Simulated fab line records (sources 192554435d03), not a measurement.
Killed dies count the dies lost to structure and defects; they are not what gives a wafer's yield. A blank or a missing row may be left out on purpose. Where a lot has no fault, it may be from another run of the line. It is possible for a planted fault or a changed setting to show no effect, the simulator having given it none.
fab line records ; flow n5Finfet
record lots=7; wafers=39
route steps=1938 shown WELL_APT@26 PMOS_HMC_CHANNEL_EPI@68 SD_EPI_N@273 HKMG_FIN@389 MOL_CONTACT_COAG@616 BEOL_M0@736 BEOL_M2@906 BEOL_M4@1086 BEOL_M5@1183 BEOL_M9@1446 BEOL_M12@1616 BEOL_M14@1762 PASSIVATION@1910
startH: the number of hours between the record's first day and the start of the first shown wafer of the lot ; waitH: hours from the lot's prior step to this one ; " identical to the entry in the row above ; L1.1+2: one row covering several wafers at once ; - no value, or no start given ; * or withheld: withheld ; < > ~ a bound
route shown NAME@n: a module of which the file shows steps, and the number in the route of the first ; usual: mean and standard deviation over wafers with no fault ; same: alike in all rows ; chamber/n: place in a boat ; sites: per-site readings ; _std_site: the standard deviation of these ; _edge_site: mean of outer sites minus mean of inner sites ; radiusMm: for every site, how far away it sits from the centre of the wafer ; mask NAME#n: copy n ; behind: the most recent tool/chamber to have shaped the wafer ; hold: why the lot went on hold/how many hours it stayed there/how the hold came to an end ; device: which transistor (n, p or np) failed to switch ; end of line: the tests these same wafers got at the end of their route ; a step given without rows: its recipe and nothing more ; killed: not the wafer's yield, but the dies lost to structure and defects at the first sort ; map: a wafer's dies, marking killed ones x, the rest . and places with no die _
set.NAME: setting as actually run; set.NAME@STEP: the setting as run at that earlier step ; model.NAME: the simulator's own value behind a step, which no gauge read
lots whose settings were changed on purpose; a table a step, a row a wafer
## steps
# step N5_WELL_APT_DEVELOP_07
# recipe developTimeS=45; rinseLiquid=surfactantRinse; dry=airSpin; devTempC=21
# step N5_PMOS_HMC_CHANNEL_EPI_DESCUM_14
# recipe chemistry=O2; timeS=7.9; sourcePowerW=50; biasPowerW=20; pressureMtorr=20; rfFrequencyHz=2.712e+07; tempC=40; resist=CAR-ArF-block; o2FlowSccm=225
# step N5_SD_EPI_N_DESCUM_14
# step N5_HKMG_FIN_ALD_75
# recipe material=Al2O3; targetThkA=10; tempC=150; aldPrecursorFamily=TMA; aldCoReactant=H2O; pulseTimeS=withheld; coReactantPulseTimeS=1
# step N5_MOL_CONTACT_COAG_ETCH_124
# recipe chemistry=CH3F/O2; target=SiNx; targetDepthA=65; maskMaterial=SOC; stopOn=SiOC; overEtchFrac=0.3; ionEnergyEv=120; pressureMtorr=30; sourceW=395; biasW=73; Ar_flow_sccm=150; CH3F_flow_sccm=30; O2_flow_sccm=20; ends=endPoint
# step N5_BEOL_M0_SPUTTER_132
# recipe material=Cu; targetThkA=40; tempC=-20; chamberPressurePa=0.07; powerW=withheld; timeS=7.37
# step N5_BEOL_M2_SPUTTER_79
# recipe material=Cu; targetThkA=45; tempC=-20; chamberPressurePa=0.07; powerW=withheld; timeS=8.29
# step N5_BEOL_M4_SPUTTER_79
# step N5_BEOL_M5_SPUTTER_90
# step N5_BEOL_M9_TRENCH_ETCH_37
# recipe chemistry=C4F6/O2; targetDepthA=1514.3; target=SiCOH_lowk; timeS=49; ionEnergyEv=250; pressureMtorr=30; sourceW=345; biasW=185; Ar_flow_sccm=300; C4F6_flow_sccm=10; O2_flow_sccm=10
# step N5_BEOL_M12_ETCH_59
# recipe chemistry=N2/H2; target=BARC; targetDepthA=890; overetchA=267; timeS=67.9; ionEnergyEv=200; pressureMtorr=30; sourceW=840; biasW=150; n2FlowSccm=200; h2FlowSccm=200
# step N5_BEOL_M14_SPUTTER_43
# recipe material=TaN; targetThkA=150; tempC=50; biasV=168.6; powerW=15000; chamberPressurePa=0.12; timeS=24.19
# step N5_PASSIVATION_ETCH_59
# recipe chemistry=Cl2/BCl3; target=TaN; targetDepthA=650; timeS=34.9; ionEnergyEv=100; pressureMtorr=10; icpW=900; biasW=100; Cl2_flow_sccm=60; bcl3FlowSccm=30
# step N5_PASSIVATION_PROBE_49
# usual killed_at_M4_up=13/4.9
lot.wafer;tool;chamber;startH;waitH;set.developTimeS@WELL_APT_DEVELOP_07;set.timeS@PMOS_HMC_CHANNEL_EPI_DESCUM_14;set.timeS@SD_EPI_N_DESCUM_14;set.targetThkA@HKMG_FIN_ALD_75;set.targetDepthA@MOL_CONTACT_COAG_ETCH_124;set.targetThkA@BEOL_M0_SPUTTER_132;set.timeS@BEOL_M2_SPUTTER_79;set.targetThkA@BEOL_M4_SPUTTER_79;set.timeS@BEOL_M5_SPUTTER_90;set.timeS@BEOL_M9_TRENCH_ETCH_37;set.targetDepthA@BEOL_M12_ETCH_59;set.targetThkA@BEOL_M14_SPUTTER_43;set.timeS@PASSIVATION_ETCH_59;killed_at_M4_up
L075.1;prober-02;-;278.57;0.0;45;7.9;7.9;10;65;40;3.75;62.07;8.29;49;890;194.8;34.9;11
L075.2;prober-02;-;278.62;0.1;45;5.521;3.601;10;32.96;40;3.75;62.07;8.29;23.02;890;150;34.9;25
L075.3;prober-02;-;278.67;0.1;45;5.521;7.9;10;65;59.94;8.29;45;8.29;23.02;890;150;25.64;1089
L075.4;prober-02;-;278.72;0.2;45;5.521;3.601;10;32.96;59.94;8.29;62.07;8.29;49;890;150;25.64;6
L075.5;prober-02;-;278.77;0.2;45;7.9;7.9;10;32.96;59.94;3.75;45;8.29;23.02;890;194.8;34.9;22
L075.6;prober-02;-;278.82;0.3;45;7.9;3.601;10;65;40;8.29;45;8.29;49;890;194.8;25.64;19
L077.1;prober-01;-;288.97;0.0;45;7.9;7.9;10;65;40;8.29;45;8.29;49;890;150;34.9;13
L077.2;prober-01;-;289.02;0.1;45;7.9;7.9;10;65;40;8.29;45;8.29;49;890;150;34.9;12
L077.6;prober-01;-;289.22;0.3;45;7.9;7.9;10;65;40;8.29;45;8.29;49;890;150;34.9;21
L078.1;prober-02;-;294.03;0.0;54.21;10.3;12.25;10;53.27;30.91;8.29;53.78;8.29;27.44;890;175.4;34.9;97
L078.2;prober-02;-;294.08;0.1;45;7.9;12.25;4.499;65;30.91;8.29;45;8.29;49;1097;150;34.9;11
L078.3;prober-02;-;294.13;0.1;45;10.3;12.25;10;65;40;10.6;53.78;6.197;49;1097;150;34.9;9
L078.4;prober-02;-;294.18;0.2;45;7.9;7.9;4.499;53.27;30.91;10.6;45;6.197;27.44;1097;175.4;34.9;1103
L078.5;prober-02;-;294.23;0.2;54.21;7.9;7.9;10;65;40;8.29;45;6.197;49;890;175.4;34.9;12
L078.6;prober-02;-;294.28;0.3;54.21;10.3;7.9;4.499;53.27;40;10.6;53.78;8.29;27.44;890;150;34.9;1086
L082.1;prober-01;-;324.25;0.0;45;5.196;11.61;12.53;65;18.21;9.917;45;5.277;33.28;1199;150;34.9;25
L082.2;prober-01;-;324.30;0.1;62.26;5.196;7.9;10;65;40;9.917;45;5.277;49;890;150;34.9;24
L082.3;prober-01;-;324.35;0.1;62.26;7.9;7.9;12.53;78.84;18.21;8.29;54.08;5.277;49;890;70.36;34.9;12
L082.4;prober-01;-;324.40;0.2;62.26;5.196;11.61;10;78.84;40;8.29;45;8.29;49;1199;70.36;34.9;14
L082.5;prober-01;-;324.45;0.2;45;7.9;11.61;10;78.84;18.21;9.917;54.08;8.29;33.28;890;150;34.9;33
L082.6;prober-01;-;324.50;0.3;45;7.9;7.9;12.53;65;40;8.29;54.08;8.29;33.28;1199;70.36;34.9;21
L083.1;prober-02;-;337.06;0.0;45;7.9;7.9;10;65;40;8.29;45;8.29;24.74;890;150;55.44;1106
L083.2;prober-02;-;337.11;0.1;45;7.9;10.6;10;65;40;8.29;67.37;8.29;49;890;117.2;34.9;11
L083.3;prober-02;-;337.16;0.1;45;7.9;7.9;14.19;65;40;8.29;67.37;8.29;24.74;890;150;55.44;1073
L083.4;prober-02;-;337.21;0.2;45;3.434;10.6;14.19;65;40;8.29;45;8.29;24.74;890;117.2;34.9;1116
L083.5;prober-02;-;337.26;0.2;45;3.434;10.6;14.19;65;40;8.29;45;8.29;49;890;150;34.9;24
L083.6;prober-02;-;337.31;0.3;45;3.434;7.9;10;65;40;8.29;67.37;8.29;49;890;117.2;55.44;15
L087.1;prober-02;-;345.11;0.0;58.27;10.77;7.9;10;76.03;40;3.45;45;4.895;49;890;150;34.9;18
L087.2;prober-02;-;345.16;0.1;45;10.77;7.9;10;65;40;3.45;45;8.29;49;890;150;21.26;10
L087.3;prober-02;-;345.21;0.1;58.27;7.9;7.9;10;65;55.84;8.29;45;8.29;49;890;150;34.9;12
L087.4;prober-02;-;345.26;0.2;58.27;7.9;7.9;4.361;65;40;8.29;45;4.895;49;890;150;34.9;13
L087.5;prober-02;-;345.31;0.2;45;10.77;7.9;4.361;76.03;55.84;8.29;45;4.895;49;890;150;21.26;10
L087.6;prober-02;-;345.36;0.3;45;7.9;7.9;4.361;76.03;55.84;3.45;45;8.29;49;890;150;21.26;19
L093.1;prober-01;-;404.64;0.0;68.43;7.9;7.9;10;65;40;11.08;70.46;8.29;49;890;201.8;15.96;9
L093.2;prober-01;-;404.69;0.1;45;4.744;7.9;15.38;65;63.81;11.08;70.46;8.29;49;890;201.8;34.9;7
L093.3;prober-01;-;404.74;0.1;45;7.9;7.9;10;65;63.81;8.29;45;8.29;49;890;150;15.96;11
L093.4;prober-01;-;404.79;0.2;45;7.9;11.69;15.38;65;40;8.29;45;3.668;49;890;201.8;34.9;10
L093.5;prober-01;-;404.84;0.2;68.43;4.744;11.69;10;65;63.81;8.29;70.46;3.668;49;890;150;34.9;14
L093.6;prober-01;-;404.89;0.3;68.43;4.744;11.69;15.38;65;40;11.08;45;3.668;49;890;150;15.96;14
# killed by level:class
L075.1 BEOL_M3:geometricParticle:open=20 FIN_SAQP:geometricParticle:short=12 FIN_SAQP:geometricParticle:open=11 STI_FIN_REVEAL:geometricParticle:open=9 BEOL_M0_SAQP:geometricParticle:open=5 BEOL_M1:geometricParticle:open=5 BEOL_M2:geometricParticle:open=5 MOL_CONTACT_COAG:geometricParticle:open=4
L075.2 MOL_CONTACT_COAG:areaEtch=1069 MOL_CONTACT_COAG:geometricParticle:open=15 FIN_SAQP:geometricParticle:open=9 FIN_SAQP:geometricParticle:short=9 BEOL_M4:geometricParticle:open=9 BEOL_M0_SAQP:geometricParticle:open=7 BEOL_M2:geometricParticle:open=6 BEOL_M3:geometricParticle:open=6
L075.3 BEOL_M9:areaEtch=1081 FIN_SAQP:geometricParticle:short=13 BEOL_M2:geometricParticle:open=9 MOL_CONTACT_COAG:geometricParticle:open=8 FIN_SAQP:geometricParticle:open=7 BEOL_M3:geometricParticle:open=7 GATE_CUT:geometricParticle:short=6 BEOL_M0_SAQP:geometricParticle:open=5
L075.4 MOL_CONTACT_COAG:areaEtch=1066 BEOL_M3:geometricParticle:open=18 MOL_CONTACT_COAG:geometricParticle:open=15 BEOL_M2:geometricParticle:open=12 BEOL_M1:geometricParticle:open=8 BEOL_M0_SAQP:geometricParticle:short=7 FIN_SAQP:geometricParticle:short=5 DUMMY_GATE:geometricParticle:open=4
L075.5 MOL_CONTACT_COAG:areaEtch=1066 BEOL_M1:geometricParticle:open=12 BEOL_M3:geometricParticle:open=11 MOL_CONTACT_COAG:geometricParticle:open=11 BEOL_M2:geometricParticle:open=8 FIN_SAQP:geometricParticle:open=5 FIN_SAQP:geometricParticle:short=5 STI_FIN_REVEAL:geometricParticle:open=5
L075.6 PASSIVATION:areaEtch=996 MOL_CONTACT_COAG:geometricParticle:open=10 BEOL_M4:geometricParticle:open=8 FIN_SAQP:geometricParticle:open=7 GATE_CUT:geometricParticle:open=7 BEOL_M3:geometricParticle:open=7 STI_FIN_REVEAL:geometricParticle:open=6 BEOL_M0_SAQP:geometricParticle:short=6
L077.1 FIN_SAQP:geometricParticle:open=8 BEOL_M0_SAQP:geometricParticle:open=8 BEOL_M3:geometricParticle:open=7 FIN_SAQP:geometricParticle:short=6 BEOL_M4:geometricParticle:open=5 BEOL_M2:geometricParticle:open=4 ILD0:geometricParticle:open=3 GATE_CUT:geometricParticle:open=3
L077.2 FIN_SAQP:geometricParticle:open=15 BEOL_M0_SAQP:geometricParticle:short=9 BEOL_M0_SAQP:geometricParticle:open=7 MOL_CONTACT_COAG:geometricParticle:open=5 ILD0:geometricParticle:short=4 FIN_SAQP:geometricParticle:short=3 ILD0:geometricParticle:open=3 BEOL_M1:geometricParticle:open=3
L077.6 BEOL_M4:geometricParticle:open=11 FIN_SAQP:geometricParticle:open=10 MOL_CONTACT_COAG:geometricParticle:open=8 BEOL_M2:geometricParticle:open=8 FIN_SAQP:geometricParticle:short=6 BEOL_M1:geometricParticle:open=5 GATE_CUT:geometricParticle:open=3 BEOL_M7:geometricParticle:open=3
L078.1 BEOL_M9:areaEcd=79 DUMMY_GATE:geometricParticle:open=11 BEOL_M4:geometricParticle:open=9 FIN_SAQP:geometricParticle:short=8 STI_FIN_REVEAL:geometricParticle:open=8 BEOL_M0_SAQP:geometricParticle:short=7 BEOL_M0_SAQP:geometricParticle:open=7 FIN_SAQP:geometricParticle:open=6
L078.2 BEOL_M0_SAQP:geometricParticle:open=10 MOL_CONTACT_COAG:geometricParticle:open=10 BEOL_M0_SAQP:geometricParticle:short=7 FIN_SAQP:geometricParticle:short=6 STI_FIN_REVEAL:geometricParticle:open=6 DUMMY_GATE:geometricParticle:open=6 FIN_SAQP:geometricParticle:open=5 MOL_CONTACT_COAG:geometricParticle:short=5
L078.3 MOL_CONTACT_COAG:geometricParticle:open=11 FIN_SAQP:geometricParticle:short=7 BEOL_M4:geometricParticle:open=6 FIN_SAQP:geometricParticle:open=5 BEOL_M0_SAQP:geometricParticle:short=5 BEOL_M0_SAQP:geometricParticle:open=5 BEOL_M3:geometricParticle:open=5 BEOL_M3:geometricParticle:short=5
L078.4 BEOL_M9:areaEtch=1085 FIN_SAQP:geometricParticle:open=8 MOL_CONTACT_COAG:geometricParticle:open=8 BEOL_M2:geometricParticle:open=7 BEOL_M4:geometricParticle:open=7 DUMMY_GATE:geometricParticle:open=6 STI_FIN_REVEAL:geometricParticle:open=5 BEOL_M0_SAQP:geometricParticle:open=5
L078.5 MOL_CONTACT_COAG:geometricParticle:open=11 STI_FIN_REVEAL:geometricParticle:open=8 STI_FIN_REVEAL:geometricParticle:short=4 BEOL_M0_SAQP:geometricParticle:short=4 BEOL_M8:geometricParticle:open=4 FIN_SAQP:geometricParticle:short=3 DUMMY_GATE:geometricParticle:open=3 PASS1_CAP:geometricParticle:open=3
L078.6 BEOL_M9:areaEtch=1078 STI_FIN_REVEAL:geometricParticle:open=11 DUMMY_GATE:geometricParticle:open=9 FIN_SAQP:geometricParticle:open=8 BEOL_M2:geometricParticle:open=8 MOL_CONTACT_COAG:geometricParticle:open=7 BEOL_M0_SAQP:geometricParticle:short=6 BEOL_M3:geometricParticle:open=6
L082.1 STI_FIN_REVEAL:geometricParticle:open=14 BEOL_M9:areaEcd=14 BEOL_M2:geometricParticle:open=11 BEOL_M1:geometricParticle:open=8 BEOL_M0:interfaceVoidOpened=8 DUMMY_GATE:geometricParticle:open=6 MOL_CONTACT_COAG:geometricParticle:open=6 BEOL_M0_SAQP:geometricParticle:open=6
L082.2 STI_FIN_REVEAL:geometricParticle:open=12 BEOL_M4:geometricParticle:open=11 BEOL_M2:geometricParticle:open=8 DUMMY_GATE:geometricParticle:open=4 MOL_CONTACT_COAG:geometricParticle:short=4 BEOL_M0_SAQP:geometricParticle:short=4 BEOL_M1:geometricParticle:open=4 BEOL_M4:geometricParticle:short=4
L082.3 STI_FIN_REVEAL:geometricParticle:open=18 FIN_SAQP:geometricParticle:short=7 MOL_CONTACT_COAG:geometricParticle:open=7 BEOL_M1:geometricParticle:open=6 BEOL_M4:geometricParticle:open=5 BEOL_M0_SAQP:geometricParticle:short=5 GATE_CUT:geometricParticle:short=4 BEOL_M2:geometricParticle:open=4
L082.4 STI_FIN_REVEAL:geometricParticle:open=10 BEOL_M1:geometricParticle:open=9 GATE_CUT:geometricParticle:short=7 BEOL_M0_SAQP:geometricParticle:short=7 BEOL_M2:geometricParticle:open=7 BEOL_M4:geometricParticle:open=7 DUMMY_GATE:geometricParticle:open=6 FIN_SAQP:geometricParticle:short=5
L082.5 BEOL_M9:areaEcd=14 BEOL_M1:geometricParticle:open=13 BEOL_M2:geometricParticle:open=10 BEOL_M4:geometricParticle:open=7 DUMMY_GATE:geometricParticle:open=6 BEOL_M0:interfaceVoidOpened=6 BEOL_M0_SAQP:geometricParticle:short=5 BEOL_M0_SAQP:geometricParticle:open=5
L082.6 FIN_SAQP:geometricParticle:short=10 BEOL_M0_SAQP:geometricParticle:short=9 BEOL_M1:geometricParticle:open=8 STI_FIN_REVEAL:geometricParticle:open=7 BEOL_M9:areaEcd=7 DUMMY_GATE:geometricParticle:open=6 GATE_CUT:geometricParticle:short=5 DUMMY_GATE:geometricParticle:short=4
L083.1 BEOL_M9:areaEtch=1091 MOL_CONTACT_COAG:geometricParticle:open=22 FIN_SAQP:geometricParticle:open=9 GATE_CUT:geometricParticle:short=6 BEOL_M4:geometricParticle:open=6 FIN_SAQP:geometricParticle:short=4 DUMMY_GATE:geometricParticle:open=4 MOL_CONTACT_COAG:geometricParticle:short=4
L083.2 MOL_CONTACT_COAG:geometricParticle:open=10 FIN_SAQP:geometricParticle:open=8 BEOL_M4:geometricParticle:open=6 STARTING-WAFER:geometricParticle:open=4 HKMG_FIN:areaEtch=4 BEOL_M0_SAQP:geometricParticle:short=3 BEOL_M0:geometricParticle:open=3 BEOL_M2:geometricParticle:open=3
L083.3 BEOL_M9:areaEtch=1051 MOL_CONTACT_COAG:geometricParticle:open=20 BEOL_M0_SAQP:geometricParticle:open=13 BEOL_M4:geometricParticle:open=9 GATE_CUT:geometricParticle:short=8 MOL_CONTACT_COAG:geometricParticle:short=7 BEOL_M0_SAQP:geometricParticle:short=7 BEOL_M2:geometricParticle:open=7
L083.4 BEOL_M9:areaEtch=1093 MOL_CONTACT_COAG:geometricParticle:open=18 MOL_CONTACT_COAG:geometricParticle:short=10 BEOL_M4:geometricParticle:open=9 BEOL_M3:geometricParticle:open=7 BEOL_M0_SAQP:geometricParticle:open=6 BEOL_M5:geometricParticle:open=5 FIN_SAQP:geometricParticle:short=4
L083.5 MOL_CONTACT_COAG:geometricParticle:open=16 BEOL_M4:geometricParticle:open=12 MOL_CONTACT_COAG:geometricParticle:short=8 BEOL_M5:geometricParticle:open=5 DUMMY_GATE:geometricParticle:open=3 GATE_CUT:geometricParticle:short=3 BEOL_M0_SAQP:geometricParticle:open=3 BEOL_M1:geometricParticle:open=3
L083.6 BEOL_M4:geometricParticle:open=12 MOL_CONTACT_COAG:geometricParticle:open=11 BEOL_M1:geometricParticle:open=6 FIN_SAQP:geometricParticle:open=4 DUMMY_GATE:geometricParticle:short=4 DUMMY_GATE:geometricParticle:open=4 MOL_CONTACT_COAG:geometricParticle:short=4 BEOL_M0_SAQP:geometricParticle:short=4
L087.1 STI_FIN_REVEAL:geometricParticle:open=12 MOL_CONTACT_COAG:geometricParticle:open=10 M7:areaAld=10 BEOL_M0_SAQP:geometricParticle:open=7 BEOL_M2:geometricParticle:open=7 BEOL_M0_SAQP:geometricParticle:short=5 BEOL_M1:geometricParticle:open=5 BEOL_M0:geometricParticle:open=4
L087.2 PASSIVATION:areaEtch=1076 MOL_CONTACT_COAG:geometricParticle:open=21 BEOL_M0_SAQP:geometricParticle:open=13 STI_FIN_REVEAL:geometricParticle:open=10 BEOL_M0_SAQP:geometricParticle:short=8 MOL_CONTACT_COAG:geometricParticle:short=7 FIN_SAQP:geometricParticle:short=4 BEOL_M2:geometricParticle:open=4
L087.3 STI_FIN_REVEAL:geometricParticle:open=32 FIN_SAQP:geometricParticle:short=14 BEOL_M0_SAQP:geometricParticle:short=9 BEOL_M1:geometricParticle:open=8 BEOL_M0_SAQP:geometricParticle:open=8 DUMMY_GATE:geometricParticle:open=8 MOL_CONTACT_COAG:geometricParticle:open=6 BEOL_M3:geometricParticle:open=6
L087.4 STI_FIN_REVEAL:geometricParticle:open=11 STI_FIN_REVEAL:geometricParticle:short=10 MOL_CONTACT_COAG:geometricParticle:open=10 FIN_SAQP:geometricParticle:short=9 BEOL_M1:geometricParticle:open=6 BEOL_M2:geometricParticle:open=5 DUMMY_GATE:geometricParticle:open=5 BEOL_M0_SAQP:geometricParticle:short=5
L087.5 PASSIVATION:areaEtch=1097 STI_FIN_REVEAL:geometricParticle:open=22 BEOL_M4:geometricParticle:open=6 BEOL_M0_SAQP:geometricParticle:open=6 BEOL_M2:geometricParticle:open=6 BEOL_M3:geometricParticle:open=5 MOL_CONTACT_COAG:geometricParticle:open=5 FIN_SAQP:geometricParticle:short=4
L087.6 PASSIVATION:areaEtch=1076 MOL_CONTACT_COAG:geometricParticle:open=10 STI_FIN_REVEAL:geometricParticle:open=9 BEOL_M3:geometricParticle:open=8 BEOL_M4:geometricParticle:open=8 FIN_SAQP:geometricParticle:open=7 BEOL_M0_SAQP:geometricParticle:short=7 BEOL_M0_SAQP:geometricParticle:open=6
L093.1 PASSIVATION:areaEtch=1092 MOL_CONTACT_COAG:geometricParticle:open=11 FIN_SAQP:geometricParticle:short=10 DUMMY_GATE:geometricParticle:open=7 BEOL_M2:geometricParticle:open=7 STARTING-WAFER:geometricParticle:open=5 GATE_CUT:geometricParticle:short=4 BEOL_M0:geometricParticle:open=4
L093.2 MOL_CONTACT_COAG:geometricParticle:open=12 DUMMY_GATE:geometricParticle:open=11 BEOL_M2:geometricParticle:open=6 BEOL_M4:geometricParticle:open=5 BEOL_M0_SAQP:geometricParticle:short=5 BEOL_M1:geometricParticle:open=5 BEOL_M3:geometricParticle:open=5 STI_FIN_REVEAL:geometricParticle:open=4
L093.3 PASSIVATION:areaEtch=1072 BEOL_M0_SAQP:geometricParticle:open=14 BEOL_M3:geometricParticle:open=12 DUMMY_GATE:geometricParticle:open=9 MOL_CONTACT_COAG:geometricParticle:open=6 BEOL_M0_SAQP:geometricParticle:short=6 BEOL_M2:geometricParticle:open=5 BEOL_M4:geometricParticle:open=5
L093.4 BEOL_M3:geometricParticle:open=17 MOL_CONTACT_COAG:geometricParticle:open=15 DUMMY_GATE:geometricParticle:open=9 BEOL_M2:geometricParticle:open=8 BEOL_M0_SAQP:geometricParticle:short=7 FIN_SAQP:geometricParticle:short=6 BEOL_M4:geometricParticle:open=6 STI_FIN_REVEAL:geometricParticle:open=4
L093.5 MOL_CONTACT_COAG:geometricParticle:open=17 BEOL_M3:geometricParticle:open=12 BEOL_M4:geometricParticle:open=8 MOL_CONTACT_COAG:geometricParticle:short=6 BEOL_M0_SAQP:geometricParticle:short=5 BEOL_M2:geometricParticle:open=5 STI_FIN_REVEAL:geometricParticle:open=4 DUMMY_GATE:geometricParticle:open=4
L093.6 PASSIVATION:areaEtch=1085 BEOL_M3:geometricParticle:open=9 BEOL_M0_SAQP:geometricParticle:short=9 MOL_CONTACT_COAG:geometricParticle:open=8 BEOL_M2:geometricParticle:open=8 FIN_SAQP:geometricParticle:open=6 FIN_SAQP:geometricParticle:short=6 DUMMY_GATE:geometricParticle:open=6
## key
split step=N5_WELL_APT_DEVELOP_07; setting=developTimeS; statedAs=45
response none clear
split step=N5_PMOS_HMC_CHANNEL_EPI_DESCUM_14; setting=timeS; statedAs=7.9
response none clear
split step=N5_SD_EPI_N_DESCUM_14; setting=timeS; statedAs=7.9
response none clear
split step=N5_HKMG_FIN_ALD_75; setting=targetThkA; statedAs=10
response none clear
split step=N5_MOL_CONTACT_COAG_ETCH_124; setting=targetDepthA; statedAs=65
response none clear
split step=N5_BEOL_M0_SPUTTER_132; setting=targetThkA; statedAs=40
response none clear
split step=N5_BEOL_M2_SPUTTER_79; setting=timeS; statedAs=8.29
response none clear
split step=N5_BEOL_M4_SPUTTER_79; setting=targetThkA; statedAs=45
response none clear
split step=N5_BEOL_M5_SPUTTER_90; setting=timeS; statedAs=8.29
response none clear
split step=N5_BEOL_M9_TRENCH_ETCH_37; setting=timeS; statedAs=49
response step=N5_PASSIVATION_PROBE_49; reading=killed_at_M4_up; slope=-16; per=1%; togetherWith=all; explained=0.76
split step=N5_BEOL_M12_ETCH_59; setting=targetDepthA; statedAs=890
response none clear
split step=N5_BEOL_M14_SPUTTER_43; setting=targetThkA; statedAs=150
response none clear
split step=N5_PASSIVATION_ETCH_59; setting=timeS; statedAs=34.9
response none clear
